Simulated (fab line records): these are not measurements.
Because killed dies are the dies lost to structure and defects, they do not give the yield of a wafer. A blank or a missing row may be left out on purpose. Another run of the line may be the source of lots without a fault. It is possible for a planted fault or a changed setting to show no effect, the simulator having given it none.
Chamber matching + flow nand-harc + 4 sister chambers for NHARC_A_WL_FILL_ALD_19 on ald-metal-02
The step deposits TiN, target thk 2 nm, pulse time 3 s, ald cycles 100. 8 wafers are shown with their chamber, then 10 later ones without.

WAFERS WITH THEIR CHAMBER
| wafer  | chamber | heater-power-w (W) | precursor-pulse-height-rel |
|--------|---------|--------------------|----------------------------|
| L076.3 | 3       | 1010               | 1.018                      |
| L081.2 | 2       | 1125               | 0.983                      |
| L081.4 | 3       | 993                | 1.014                      |
| L093.1 | 0       | 1022               | 0.985                      |
| L093.3 | 1       | 1108               | 0.998                      |
| L093.4 | 2       | 1128               | 1.013                      |
| L094.3 | 1       | 1092               | 0.977                      |
| L094.5 | 0       | 1047               | 1.014                      |

WAFERS WHOSE CHAMBER IS MISSING
| wafer  | heater-power-w (W) | precursor-pulse-height-rel |
|--------|--------------------|----------------------------|
| L094.6 | 1121               | 0.966                      |
| L096.1 | 1001               | 1.001                      |
| L096.3 | 1137               | 1.009                      |
| L096.5 | 1163               | 1.007                      |
| L096.2 | 988                | 0.994                      |
| L096.4 | 1101               | 1.011                      |
| L096.6 | 976                | 1.035                      |
| L095.1 | 1009               | 1.000                      |
| L095.2 | 1100               | 1.019                      |
| L095.3 | 1184               | 0.994                      |

EACH ONE'S CHAMBER
| wafer  | from the rows above     | in truth |
|--------|-------------------------|----------|
| L094.6 | can't be placed: 2 or 1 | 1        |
| L096.1 | can't be placed: 3 or 0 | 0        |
| L096.3 | 2                       | 2        |
| L096.5 | 2                       | 2        |
| L096.2 | 3                       | 3        |
| L096.4 | can't be placed: 1 or 2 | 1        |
| L096.6 | 3                       | 3        |
| L095.1 | can't be placed: 3 or 0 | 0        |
| L095.2 | can't be placed: 1 or 2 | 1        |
| L095.3 | 2                       | 2        |
5 of 10 placed correctly. From these rows, 5 cannot be placed; in 5 the true chamber is one of the candidates. Number placed wrongly: 0.
How it was worked out, from the rows above alone: a wafer's distance from a chamber is the root of the sum, over the readings, of the square of ((its reading less the chamber's mean) divided by the reading's scatter). The wafer belongs to the nearest chamber; if the next one is less than 2 further off, it can't be placed. For every chamber, the mean is computed from those of its wafers that are shown. The scatter: the root of (the sum of the squares of (reading less its chamber's mean) over the shown wafers, divided by (wafers less chambers)).
